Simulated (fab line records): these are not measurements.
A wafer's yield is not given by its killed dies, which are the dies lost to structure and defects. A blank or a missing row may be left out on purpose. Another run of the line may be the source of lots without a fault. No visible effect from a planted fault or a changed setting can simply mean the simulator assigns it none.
Chamber matching ; flow n5 finfet ; ald sin-01 running N5_ILD0_ALD_15: 4 sister chambers
The step deposits SiNx, target thk 24 nm, pulse time 1 s, ald cycles 480. 8 wafers are shown with their chamber, then 10 later ones without.

## WAFERS, EACH WITH ITS CHAMBER
wafer;chamber;heater power w (W);precursor pulse height rel
L087.1;2;1085;1.018
L090.3;1;731;0.968
L090.6;0;945;0.995
L091.3;2;1088;0.986
L091.4;3;883;1.004
L091.6;0;948;0.996
L092.3;3;888;0.977
L092.5;1;717;0.992

## WAFERS MISSING THEIR CHAMBER
wafer;heater power w (W);precursor pulse height rel
L092.6;1087;1.003
L093.1;938;0.967
L093.3;906;0.987
L093.6;1094;0.995
L094.1;1090;1.023
L094.3;746;1.032
L094.4;1055;0.997
L095.1;896;1.023
L095.3;1078;0.987
L095.6;894;1.014

## CHAMBER TAKEN BY EACH
wafer;from the rows above;in truth
L092.6;2;2
L093.1;0;0
L093.3;3;3
L093.6;2;2
L094.1;2;2
L094.3;1;1
L094.4;2;2
L095.1;3;3
L095.3;2;2
L095.6;3;3
10 of 10 placed correctly. Not placeable from these rows: 0. Number placed wrongly: 0.
How it was worked out, from the rows above alone: a wafer's distance from a chamber is the root of the sum, over the readings, of the square of ((its reading less the chamber's mean) divided by the reading's scatter). If the next closest chamber is less than 2 further off than the closest, the wafer can't be placed; otherwise it belongs to the closest. The mean given for a chamber averages the wafers shown for that chamber. The scatter: the root of (the sum of the squares of (reading less its chamber's mean) over the shown wafers, divided by (wafers less chambers)).
